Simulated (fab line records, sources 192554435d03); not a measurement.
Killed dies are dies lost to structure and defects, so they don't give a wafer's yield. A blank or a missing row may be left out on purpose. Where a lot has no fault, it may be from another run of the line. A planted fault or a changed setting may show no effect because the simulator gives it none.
fab line records	flow n5_finfet
record lots=7	wafers=39
route steps=1938 shown ZERO_LAYER@4 FIN_SAQP@130 HKMG_FIN@397 MOL_CONTACT_COAG@535 BEOL_M0_SAQP@633 BEOL_M3@931
start_h: hours from the record's opening day to when the first of the lot's shown wafers began	wait_h: time in hours since the lot's previous step	" repeats the value in the row above	L1.1+2: several wafers, shown together as one row	- no value present, or no start provided	* or withheld: withheld	< > ~ a bound
route shown NAME@n: NAME is a module with steps in the file, n the number in the route of the first one	usual: the fault-free wafers' mean and standard deviation	same: alike in all rows	chamber/n: place in a boat	sites: the reading at each site	_std_site: their standard deviation	_edge_site: outer sites' mean less inner sites'	radius_mm: for every site, how far away it sits from the centre of the wafer	mask NAME#n: copy n	behind: the most recent tool/chamber to have shaped the wafer	hold: why the lot went on hold/how many hours it stayed there/how the hold came to an end	device: whichever transistor did not switch (one of n, p or np)	end of line: tests of these same wafers at the route's end	a step without rows: its recipe alone	killed: the dies lost at the first sort to structure and to defects; this is not the yield of the wafer	map: the dies of a wafer, with x for killed, . for not killed, _ for no die there
set.NAME: setting as actually run; set.NAME@STEP: the setting as run at that earlier step	model.NAME: the simulator's own value behind a step, which no gauge read
lots run with intentionally changed settings; tables by step, rows by wafer
## steps
# step N5_ZERO_LAYER_PECVD_02
# recipe material=SiO2	target_thk_a=100	temp_c=400	precursor=SiH4/N2O	pressure_torr=0.75	rf_w=275	time_s=6
lot.wafer	tool	chamber	start_h	wait_h	set.time_s	model.SiO2_of_ZERO_LAYER_PECVD_02.thk_nm
L074.2	pecvd-04	2	12.28	0.0	6	10.04
L074.3	"	0	"	"	6	9.983
L074.5	"	2	"	"	6	10.05
L081.1	pecvd-02	1	54.30	0.0	6	10.05
L081.2	"	0	"	"	6	9.844
L081.3	"	2	"	"	7.657	12.61
L081.4	"	0	"	"	6	10.13
L081.5	"	1	"	"	7.657	12.97
L081.6	"	2	"	"	7.657	12.89
L083.1	pecvd-02	0	66.28	0.0	6	9.798
L083.2	"	2	"	"	6.929	11.24
L083.3	"	1	"	"	6.929	11.5
L083.4	"	1	"	"	6	9.987
L083.5	"	2	"	"	6.929	11.66
L083.6	"	0	"	"	6	10.05
L085.1	pecvd-02	1	78.28	0.0	6	9.924
L085.2	"	2	"	"	6	10.06
L085.3	"	0	"	"	4.181	6.878
L085.4	"	1	"	"	6	10.02
L085.5	"	0	"	"	4.181	7.107
L085.6	"	2	"	"	4.181	6.864
L087.1	pecvd-03	0	90.29	0.0	6	9.893
L087.2	"	1	"	"	6	9.922
L087.3	"	0	"	"	7.693	12.82
L087.4	"	1	"	"	7.693	13.06
L087.5	"	1	"	"	6	10.06
L087.6	"	0	"	"	7.693	12.92
L089.1	pecvd-02	1	102.29	0.0	3.815	6.365
L089.2	"	2	"	"	3.815	6.399
L089.3	"	2	"	"	6	10.18
L089.4	"	1	"	"	6	10.04
L089.5	"	1	"	"	3.815	6.663
L089.6	"	2	"	"	6	10.09
L097.1	pecvd-03	2	150.28	0.0	4.922	7.976
L097.2	"	0	"	"	6	10.15
L097.3	"	1	"	"	6	9.994
L097.4	"	1	"	"	4.922	8.399
L097.5	"	0	"	"	4.922	8.356
L097.6	"	2	"	"	6	10.11
# step N5_FIN_SAQP_ETCH_65
# recipe chemistry=CF4	target=SiO2	target_depth_a=40	ion_energy_ev=350	time_s=4.4	pressure_mtorr=10	icp_w=800	bias_w=400	cf4_flow_sccm=80
lot.wafer	tool	chamber	start_h	wait_h	set.time_s	model.etch.depth_nm
L074.2	rie_si-04	3	26.19	0.1	4.4	3.974
L074.3	"	0	"	"	4.4	3.987
L074.5	"	1	"	"	4.4	4.024
L081.1	rie_si-04	1	65.65	0.1	4.4	4.011
L081.2	"	3	"	"	5.098	4.593
L081.3	"	0	"	"	5.098	4.554
L081.4	"	2	"	"	4.4	4.143
L081.5	"	2	"	"	5.098	4.832
L081.6	"	1	"	"	4.4	4.01
L083.1	rie_si-04	1	78.45	0.1	2.471	2.247
L083.2	"	3	"	"	2.471	2.216
L083.3	"	0	"	"	4.4	3.899
L083.4	"	2	"	"	2.471	2.33
L083.5	"	3	"	"	4.4	3.959
L083.6	"	0	"	"	4.4	3.914
L085.1	rie_si-02	1	92.76	0.1	4.4	3.79
L085.2	"	0	"	"	2.453	2.287
L085.3	"	2	"	"	4.4	3.987
L085.4	"	3	"	"	2.453	2.188
L085.5	"	2	"	"	4.4	3.994
L085.6	"	1	"	"	2.453	2.097
L087.1	rie_si-04	3	102.20	0.1	5.774	5.212
L087.2	"	1	"	"	4.4	4.037
L087.3	"	0	"	"	4.4	3.933
L087.4	"	2	"	"	5.774	5.513
L087.5	"	2	"	"	4.4	4.193
L087.6	"	3	"	"	5.774	5.179
L089.1	rie_si-04	3	114.57	0.1	4.4	3.87
L089.2	"	1	"	"	4.4	3.938
L089.3	"	0	"	"	4.4	3.863
L089.4	"	2	"	"	4.4	4.055
L089.5	"	0	"	"	4.4	3.845
L089.6	"	1	"	"	4.4	3.932
L097.1	rie_si-06	3	162.62	0.1	4.4	4.041
L097.2+6	"	1	"	"	4.4	3.992
L097.3	"	0	"	"	4.4	4.148
L097.4	"	2	"	"	4.4	4.013
L097.5	"	2	"	"	4.4	4.01
# step N5_HKMG_FIN_DEVELOP_48
# recipe develop_time_s=30	developer=TMAH	resist=CAR-ArF	rinse_liquid=diw	dry=air_spin	dev_temp_c=23
lot.wafer	tool	chamber	start_h	wait_h	set.develop_time_s
L074.2+3+5	litho_track-03	0	-	-	30
L081.1+2+3+4+5+6	litho_track-05	0	-	-	30
L083.1+4+5	litho_track-03	0	-	-	30
L083.2+3+6	"	0	"	"	41.31
L085.1+2+3+4+5+6	litho_track-02	0	-	-	30
L087.1+5+6	litho_track-03	0	-	-	12.4
L087.2+3+4	"	0	"	"	30
L089.1+2+3+4+5+6	litho_track-05	0	-	-	30
L097.1+3+4	litho_track-02	0	-	-	30
L097.2+5+6	"	0	"	"	13.31
# step N5_HKMG_FIN_CD_MEAS_49
# recipe target_cd_nm=202	landing_energy_ev=500	detector=se_inlens	polarity=opening
# usual cd_nm=202.1/0.63
lot.wafer	tool	chamber	start_h	wait_h	set.develop_time_s@HKMG_FIN_DEVELOP_48	cd_nm
L074.2	cd_sem-02	0	77.34	-	30	202.8
L074.3	"	0	"	"	30	202.3
L074.5	"	0	"	"	30	202.8
L081.1	cd_sem-03	0	114.30	-	30	202.8
L081.2	"	0	"	"	30	202.3
L081.3	"	0	"	"	30	201.7
L081.4	"	0	"	"	30	202.2
L081.5	"	0	"	"	30	201.9
L081.6	"	0	"	"	30	202.0
L083.1	cd_sem-03	0	130.62	-	30	201.9
L083.2	"	0	"	"	41.31	204.1
L083.3	"	0	"	"	41.31	203.2
L083.4	"	0	"	"	30	201.6
L083.5	"	0	"	"	30	201.8
L083.6	"	0	"	"	41.31	203.3
L085.1	cd_sem-03	0	138.59	-	30	201.9
L085.2	"	0	"	"	30	201.8
L085.3	"	0	"	"	30	201.6
L085.4	"	0	"	"	30	201.7
L085.5	"	0	"	"	30	201.9
L085.6	"	0	"	"	30	202.3
L087.1	cd_sem-03	0	152.25	-	12.4	196.4
L087.2	"	0	"	"	30	201.6
L087.3	"	0	"	"	30	202.0
L087.4	"	0	"	"	30	201.9
L087.5	"	0	"	"	12.4	197.7
L087.6	"	0	"	"	12.4	197.0
L089.1	cd_sem-02	0	160.45	-	30	202.0
L089.2	"	0	"	"	30	202.8
L089.3	"	0	"	"	30	201.8
L089.4	"	0	"	"	30	200.7
L089.5	"	0	"	"	30	201.6
L089.6	"	0	"	"	30	202.9
L097.1	cd_sem-03	0	213.13	-	30	202.4
L097.2	"	0	"	"	13.31	197.9
L097.3	"	0	"	"	30	201.5
L097.4	"	0	"	"	30	201.6
L097.5	"	0	"	"	13.31	198.1
L097.6	"	0	"	"	13.31	197.3
# step N5_HKMG_FIN_DESCUM_53
# recipe chemistry=O2	time_s=7.9	source_power_w=50	bias_power_w=20	pressure_mtorr=20	rf_frequency_hz=2.712e+07	temp_c=40	resist=CAR-ArF	o2_flow_sccm=225
# step N5_HKMG_FIN_ETCH_54
# recipe chemistry=CF4	target=SiARC	target_depth_a=455	mask_material=CAR-ArF	time_s=75.8	ion_energy_ev=80	pressure_mtorr=40	source_w=545	bias_w=36	Ar_flow_sccm=100	cf4_flow_sccm=100	ends=cleared
lot.wafer	tool	chamber	start_h	wait_h	set.develop_time_s@HKMG_FIN_DEVELOP_48	model.HKMG_FIN.cd_offset_nm
L074.2	rie_diel-05	2	77.46	0.0	30	0.6
L074.3	"	0	"	"	30	0.2
L074.5	"	3	"	"	30	0.8
L081.1	rie_diel-06	1	114.42	0.0	30	0.8
L081.2+4	"	2,0	"	"	30	0.6
L081.3	"	3	"	"	30	-0.2
L081.5	"	1	"	"	30	0.2
L081.6	"	0	"	"	30	0
L083.1	rie_diel-05	3	130.74	0.0	30	-0.4
L083.2	"	0	"	"	41.31	2
L083.3	"	2	"	"	41.31	1
L083.4	"	3	"	"	30	0
L083.5	"	2	"	"	30	-0.2
L083.6	"	0	"	"	41.31	1.2
L085.1+2	rie_diel-06	2,3	138.84	0.0	30	0
L085.3+4	"	0,1	"	"	30	-0.8
L085.5	"	1	"	"	30	-0.2
L085.6	"	2	"	"	30	0.6
L087.1	rie_diel-04	3	152.37	0.0	12.4	-5.6
L087.2	"	0	"	"	30	-0.6
L087.3	"	1	"	"	30	0
L087.4	"	2	"	"	30	-0.4
L087.5	"	0	"	"	12.4	-4
L087.6	"	3	"	"	12.4	-5.2
L089.1+5	rie_diel-06	0,2	160.76	0.0	30	-0.4
L089.2	"	2	"	"	30	0.6
L089.3	"	3	"	"	30	-0.2
L089.4	"	1	"	"	30	-1
L089.6	"	3	"	"	30	1
L097.1	rie_diel-05	1	213.54	0.0	30	0.4
L097.2+5	"	0,2	"	"	13.31	-4
L097.3	"	2	"	"	30	-0.6
L097.4	"	0	"	"	30	-0.8
L097.6	"	1	"	"	13.31	-4.6
# step N5_MOL_CONTACT_COAG_CONTACT_ETCH_14
# recipe chemistry=C4F6/O2	target=SiO2	target_depth_a=275	overetch_a=85	mask_material=SOC	pressure_mtorr=30	source_w=370	bias_w=185	Ar_flow_sccm=300	C4F6_flow_sccm=16	O2_flow_sccm=10	time_s=20	ion_energy_ev=259.6
lot.wafer	tool	chamber	start_h	wait_h	set.time_s	model.SOC_of_MOL_CONTACT_COAG_COAT_103.thk_nm
L074.2	rie_diel-04	3	94.51	0.0	20	78.4
L074.3+5	"	1,0	"	"	20	78.6
L081.1	rie_diel-04	0	130.95	0.0	20	78.4
L081.2+3	"	1,3	"	"	20	78.6
L081.4	"	2	"	"	14.27	79
L081.5	"	1	"	"	14.27	78.8
L081.6	"	0	"	"	14.27	78.6
L083.1+5+6	rie_diel-06	2,1,2	146.76	0.0	9.032	79.4
L083.2	"	0	"	"	20	79
L083.3	"	1	"	"	20	78.8
L083.4	"	3	"	"	20	78.4
L085.1	rie_diel-06	2	154.53	0.0	23.18	78.8
L085.2+3	"	3,0	"	"	23.18	78.4
L085.4+5	"	1	"	"	20	78.6
L085.6	"	0	"	"	20	78.8
L087.1	rie_diel-05	1	169.21	0.0	10.46	79
L087.2+3	"	0,3	"	"	10.46	79.2
L087.4+6	"	2	"	"	20	78.4
L087.5	"	3	"	"	20	78.6
L089.1+2	rie_diel-06	1,0	177.73	0.0	20	78.6
L089.3+6	"	2,0	"	"	8.751	79.4
L089.4	"	2	"	"	20	78.8
L089.5	"	1	"	"	8.751	79.2
L097.1+2	rie_diel-04	1,3	230.15	0.0	20	78.8
L097.3	"	0	"	"	15.41	79.4
L097.4	"	2	"	"	15.41	79.2
L097.5	"	3	"	"	15.41	78.8
L097.6	"	2	"	"	20	79
# step N5_MOL_CONTACT_COAG_STRIP_109
# recipe chemistry=C4F6/O2	resist=SiARC	rf_frequency_hz=6e+07
# step N5_MOL_CONTACT_COAG_ETCH_15
# recipe chemistry=CH3F/O2	target=SiNx	target_depth_a=70	mask_material=SOC	stop_on=Si:P	over_etch_frac=0.75	ion_energy_ev=120	pressure_mtorr=30	source_w=395	bias_w=73	Ar_flow_sccm=150	CH3F_flow_sccm=30	O2_flow_sccm=20
# usual oes_product_au=0.60/0.069
lot.wafer	tool	chamber	start_h	wait_h	set.time_s@MOL_CONTACT_COAG_CONTACT_ETCH_14	oes_product_au
L074.2	rie_diel-04	3	94.54	0.0	20	0.68
L074.3	"	1	"	"	20	0.49
L074.5	"	0	"	"	20	0.51
L081.1	rie_diel-04	0	130.98	0.0	20	0.52
L081.2	"	1	"	"	20	0.49
L081.3	"	3	"	"	20	0.65
L081.4	"	2	"	"	14.27	0.37
L081.5	"	1	"	"	14.27	0.30
L081.6	"	0	"	"	14.27	0.30
L083.1	rie_diel-06	2	146.80	0.0	9.032	0.34
L083.2	"	0	"	"	20	0.63
L083.3	"	1	"	"	20	0.62
L083.4	"	3	"	"	20	0.51
L083.5	"	1	"	"	9.032	0.32
L083.6	"	2	"	"	9.032	0.33
L085.1	rie_diel-06	2	154.57	0.0	23.18	0.64
L085.2	"	3	"	"	23.18	0.51
L085.3	"	0	"	"	23.18	0.63
L085.4	"	1	"	"	20	0.62
L085.5	"	1	"	"	20	0.62
L085.6	"	0	"	"	20	0.63
L087.1	rie_diel-05	1	169.24	0.0	10.46	0.35
L087.2	"	0	"	"	10.46	0.29
L087.3	"	3	"	"	10.46	0.26
L087.4	"	2	"	"	20	0.62
L087.5	"	3	"	"	20	0.50
L087.6	"	2	"	"	20	0.61
L089.1	rie_diel-06	1	177.77	0.0	20	0.62
L089.2	"	0	"	"	20	0.63
L089.3	"	2	"	"	8.751	0.32
L089.4	"	2	"	"	20	0.65
L089.5	"	1	"	"	8.751	0.32
L089.6	"	0	"	"	8.751	0.32
L097.1	rie_diel-04	1	230.19	0.0	20	0.67
L097.2	"	3	"	"	20	0.62
L097.3	"	0	"	"	15.41	0.44
L097.4	"	2	"	"	15.41	0.50
L097.5	"	3	"	"	15.41	0.63
L097.6	"	2	"	"	20	0.50
# step N5_BEOL_M0_SAQP_ILD_DEP_01
# recipe material=SiOC	target_thk_a=454.19	temp_c=350	precursor=DEMS/O2	pressure_torr=5	rf_w=500	time_s=8.7
lot.wafer	tool	chamber	start_h	wait_h	set.target_thk_a	model.SiOC_of_BEOL_M0_SAQP_ILD_DEP_01.thk_nm
L074.2	pecvd-02	2	114.74	0.0	454.19	44.2
L074.3+5	"	1,2	"	"	454.19	45
L081.1	pecvd-01	0	147.66	0.0	625	62.2
L081.2	"	1	"	"	454.19	45.4
L081.3+4	"	2,0	"	"	625	63.2
L081.5	"	2	"	"	454.19	46.4
L081.6	"	1	"	"	454.19	46.6
L083.1	pecvd-02	0	164.74	0.0	454.19	44.4
L083.2	"	1	"	"	211.2	21
L083.3	"	2	"	"	454.19	45.4
L083.4	"	2	"	"	211.2	21.4
L083.5	"	0	"	"	454.19	45
L083.6	"	1	"	"	211.2	21.2
L085.1	pecvd-01	1	171.95	0.0	454.19	45.2
L085.2	"	2	"	"	454.19	44.8
L085.3	"	2	"	"	454.19	46
L085.4	"	1	"	"	454.19	45
L085.5+6	"	1,2	"	"	454.19	45.4
L087.1	pecvd-01	1	187.23	0.0	454.19	44.4
L087.2+4	"	0,1	"	"	373.4	37
L087.3	"	2	"	"	454.19	45.4
L087.5	"	2	"	"	373.4	37.4
L087.6	"	0	"	"	454.19	45.8
L089.1+2	pecvd-01	0,2	194.84	0.0	454.19	45
L089.3	"	1	"	"	454.19	44.6
L089.4	"	1	"	"	454.19	45.4
L089.5	"	0	"	"	454.19	46.2
L089.6	"	2	"	"	454.19	46.4
L097.1	pecvd-01	0	248.41	0.0	454.19	44.4
L097.2	"	2	"	"	454.19	45.6
L097.3	"	1	"	"	454.19	44.6
L097.4	"	2	"	"	454.19	46
L097.5+6	"	0,1	"	"	454.19	45.4
# step N5_BEOL_M3_ILD_DEP_00
# recipe material=SiOC	target_thk_a=790	temp_c=350	precursor=DEMS/O2	pressure_torr=5	rf_w=500	time_s=15.3
lot.wafer	tool	chamber	start_h	wait_h	set.time_s	model.SiOC_of_BEOL_M3_ILD_DEP_00.thk_nm
L074.2+5	pecvd-01	1	158.23	0.0	15.3	79.8
L074.3	"	2	"	"	15.3	78.8
L081.1	pecvd-01	0	194.01	0.0	15.3	78
L081.2+5	"	2,1	"	"	15.3	79.2
L081.3	"	1	"	"	15.3	78.4
L081.4+6	"	0,2	"	"	15.3	79.4
L083.1	pecvd-02	0	207.39	0.0	18.14	92.2
L083.2	"	1	"	"	18.14	91.4
L083.3	"	2	"	"	18.14	92
L083.4	"	1	"	"	15.3	78.2
L083.5	"	0	"	"	15.3	79.2
L083.6	"	2	"	"	15.3	79
L085.1+3	pecvd-01	1,0	212.05	0.0	15.3	78
L085.2	"	2	"	"	15.3	79.4
L085.4	"	2	"	"	15.3	80.6
L085.5	"	1	"	"	15.3	80
L085.6	"	0	"	"	15.3	79
L087.1	pecvd-03	1	246.56	0.0	18.76	97.8
L087.2	"	2	"	"	15.3	79.2
L087.3	"	0	"	"	15.3	78.8
L087.4	"	1	"	"	18.76	98.2
L087.5	"	2	"	"	15.3	79.8
L087.6	"	0	"	"	18.76	97.4
L089.1	pecvd-01	0	250.66	0.0	15.3	78.4
L089.2	"	1	"	"	21.16	107.4
L089.3	"	2	"	"	21.16	108.6
L089.4	"	1	"	"	15.3	79.8
L089.5	"	0	"	"	21.16	109.6
L089.6	"	2	"	"	15.3	80.6
L097.1	pecvd-02	1	315.06	0.0	15.3	77
L097.2+5	"	2	"	"	7.244	36.6
L097.3	"	2	"	"	15.3	78.4
L097.4	"	1	"	"	7.244	35.8
L097.6	"	1	"	"	15.3	78
# step N5_BEOL_M3_THK_MEAS_01
# recipe reads=SiOC_of_BEOL_M3_ILD_DEP_00
# usual M3_ILD_THK=78.6/1.1
lot.wafer	tool	chamber	start_h	wait_h	set.time_s@BEOL_M3_ILD_DEP_00	M3_ILD_THK[nm]
L074.2	film_metro-02	-	158.30	0.1	15.3	79.8
L074.3	"	-	"	"	15.3	78.9
L074.5	"	-	"	"	15.3	79.8
L081.1	film_metro-02	-	194.08	0.0	15.3	78.0
L081.2	"	-	"	"	15.3	79.1
L081.3	"	-	"	"	15.3	78.4
L081.4	"	-	"	"	15.3	79.4
L081.5	"	-	"	"	15.3	79.1
L081.6	"	-	"	"	15.3	79.4
L083.1	film_metro-02	-	207.46	0.0	18.14	92.2
L083.2	"	-	"	"	18.14	91.3
L083.3	"	-	"	"	18.14	91.9
L083.4	"	-	"	"	15.3	78.1
L083.5	"	-	"	"	15.3	79.2
L083.6	"	-	"	"	15.3	79.0
L085.1	film_metro-02	-	212.12	0.0	15.3	78.0
L085.2	"	-	"	"	15.3	79.3
L085.3	"	-	"	"	15.3	77.9
L085.4	"	-	"	"	15.3	80.6
L085.5	"	-	"	"	15.3	79.9
L085.6	"	-	"	"	15.3	79.1
L087.1	film_metro-01	-	246.63	0.0	18.76	97.8
L087.2	"	-	"	"	15.3	79.3
L087.3	"	-	"	"	15.3	78.8
L087.4	"	-	"	"	18.76	98.3
L087.5	"	-	"	"	15.3	79.9
L087.6	"	-	"	"	18.76	97.3
L089.1	film_metro-02	-	250.72	0.0	15.3	78.3
L089.2	"	-	"	"	21.16	107.5
L089.3	"	-	"	"	21.16	108.5
L089.4	"	-	"	"	15.3	79.7
L089.5	"	-	"	"	21.16	109.6
L089.6	"	-	"	"	15.3	80.5
L097.1	film_metro-02	-	315.14	0.1	15.3	77.0
L097.2	"	-	"	"	7.244	36.7
L097.3	"	-	"	"	15.3	78.5
L097.4	"	-	"	"	7.244	35.7
L097.5	"	-	"	"	7.244	36.6
L097.6	"	-	"	"	15.3	78.0
## key
split step=N5_ZERO_LAYER_PECVD_02	setting=time_s	stated=6	by=wafer
response step=N5_ZERO_LAYER_PECVD_02	reading=model.SiO2_of_ZERO_LAYER_PECVD_02.thk_nm	change=+0.101	per=1%	r=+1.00
split step=N5_FIN_SAQP_ETCH_65	setting=time_s	stated=4.4	by=wafer
response step=N5_FIN_SAQP_ETCH_65	reading=model.etch.depth_nm	change=+0.0388	per=1%	r=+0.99
split step=N5_HKMG_FIN_DEVELOP_48	setting=develop_time_s	stated=30	by=wafer
response step=N5_HKMG_FIN_CD_MEAS_49	reading=cd_nm	change=+0.0723	per=1%	r=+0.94
response step=N5_HKMG_FIN_ETCH_54	reading=model.HKMG_FIN.cd_offset_nm	change=+0.0685	per=1%	r=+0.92
split step=N5_MOL_CONTACT_COAG_CONTACT_ETCH_14	setting=time_s	stated=20	by=wafer
response step=N5_MOL_CONTACT_COAG_CONTACT_ETCH_14	reading=model.SOC_of_MOL_CONTACT_COAG_COAT_103.thk_nm	change=-0.0121	per=1%	r=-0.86
response step=N5_MOL_CONTACT_COAG_ETCH_15	reading=oes_product_au	change=+0.00523	per=1%	r=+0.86
split step=N5_BEOL_M0_SAQP_ILD_DEP_01	setting=target_thk_a	stated=454.19	by=wafer
response step=N5_BEOL_M0_SAQP_ILD_DEP_01	reading=model.SiOC_of_BEOL_M0_SAQP_ILD_DEP_01.thk_nm	change=+0.445	per=1%	r=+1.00
split step=N5_BEOL_M3_ILD_DEP_00	setting=time_s	stated=15.3	by=wafer
response step=N5_BEOL_M3_ILD_DEP_00	reading=model.SiOC_of_BEOL_M3_ILD_DEP_00.thk_nm	change=+0.776	per=1%	r=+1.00
response step=N5_BEOL_M3_THK_MEAS_01	reading=M3_ILD_THK	change=+0.776	per=1%	r=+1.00
